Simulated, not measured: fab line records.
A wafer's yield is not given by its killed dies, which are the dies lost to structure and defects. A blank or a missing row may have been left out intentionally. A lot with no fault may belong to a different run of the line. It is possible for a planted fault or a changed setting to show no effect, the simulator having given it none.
Chamber matching + flow n5Finfet + N5_BEOL_M14_ETCH_67 on rieDiel-06 has 4 sister chambers
The step etches SiARC in CF4, target depth 143 nm, time 238.3 s. 16 wafers are shown with their chamber, then 8 later ones without.

WAFERS PAIRED WITH THEIR CHAMBERS
| wafer  | chamber | drypumpMotorCurrentA (A) | showerheadPlenumPTorr (Torr) | oesProductAu (a.u.) |
|--------|---------|--------------------------|------------------------------|---------------------|
| L074.1 | 0       | 5.5                      | 2.22                         | 0.63                |
| L074.2 | 2       | 5.4                      | 2.10                         | 0.77                |
| L074.3 | 3       | 6.9                      | 2.20                         | 0.62                |
| L078.1 | 0       | 5.5                      | 2.22                         | 0.62                |
| L078.2 | 3       | 6.8                      | 2.20                         | 0.61                |
| L078.3 | 2       | 5.3                      | 2.10                         | 0.75                |
| L080.2 | 3       | 6.8                      | 2.20                         | 0.61                |
| L080.5 | 3       | 6.8                      | 2.20                         | 0.61                |
| L080.6 | 0       | 5.5                      | 2.21                         | 0.62                |
| L084.1 | 3       | 6.8                      | 2.20                         | 0.61                |
| L084.3 | 0       | 5.5                      | 2.21                         | 0.61                |
| L084.6 | 3       | 6.8                      | 2.20                         | 0.61                |
| L085.3 | 1       | 5.4                      | 2.11                         | 0.84                |
| L085.4 | 0       | 5.5                      | 2.21                         | 0.61                |
| L085.5 | 2       | 5.4                      | 2.09                         | 0.73                |
| L087.3 | 3       | 6.8                      | 2.19                         | 0.60                |

SIGNATURES, as means of the wafers listed above
| reading               | chamber 0 | chamber 1 | chamber 2 | chamber 3 | scatter within a chamber |
|-----------------------|-----------|-----------|-----------|-----------|--------------------------|
| drypumpMotorCurrentA  | 5.500     | 5.400     | 5.367     | 6.814     | 0.0356                   |
| showerheadPlenumPTorr | 2.2140    | 2.1100    | 2.0967    | 2.1986    | 0.00476                  |
| oesProductAu          | 0.6180    | 0.8400    | 0.7500    | 0.6100    | 0.0103                   |
Rule: distance of a wafer from a chamber = root of the sum over the readings of ((wafer's reading minus chamber's mean) / reading's scatter) squared. If the next closest chamber is less than 2 further off than the closest, the wafer can't be placed; otherwise it belongs to the closest. The scatter: the root of (the sum of the squares of (reading less its chamber's mean) over the shown wafers, divided by (wafers less chambers)).

WAFERS WITH NO CHAMBER GIVEN
| wafer  | drypumpMotorCurrentA (A) | showerheadPlenumPTorr (Torr) | oesProductAu (a.u.) |
|--------|--------------------------|------------------------------|---------------------|
| L087.5 | 5.4                      | 2.09                         | 0.72                |
| L087.6 | 6.8                      | 2.19                         | 0.60                |
| L088.1 | 5.4                      | 2.09                         | 0.73                |
| L088.3 | 6.8                      | 2.19                         | 0.60                |
| L088.4 | 5.3                      | 2.11                         | 0.81                |
| L093.1 | 5.4                      | 2.08                         | 0.70                |
| L093.2 | 5.4                      | 2.10                         | 0.76                |
| L093.4 | 5.5                      | 2.20                         | 0.60                |

EACH ONE'S CHAMBER
| wafer  | from the rows above | in truth                   |
|--------|---------------------|----------------------------|
| L087.5 | 2                   | 2                          |
| L087.6 | 3                   | 3                          |
| L088.1 | 2                   | 2                          |
| L088.3 | 3                   | 3                          |
| L088.4 | 1                   | 1                          |
| L093.1 | 2                   | 2                          |
| L093.2 | 2                   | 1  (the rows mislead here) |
| L093.4 | 0                   | 0                          |
Correct placement for 7 of the 8. Not placeable from these rows: 0. Number placed wrongly: 1.
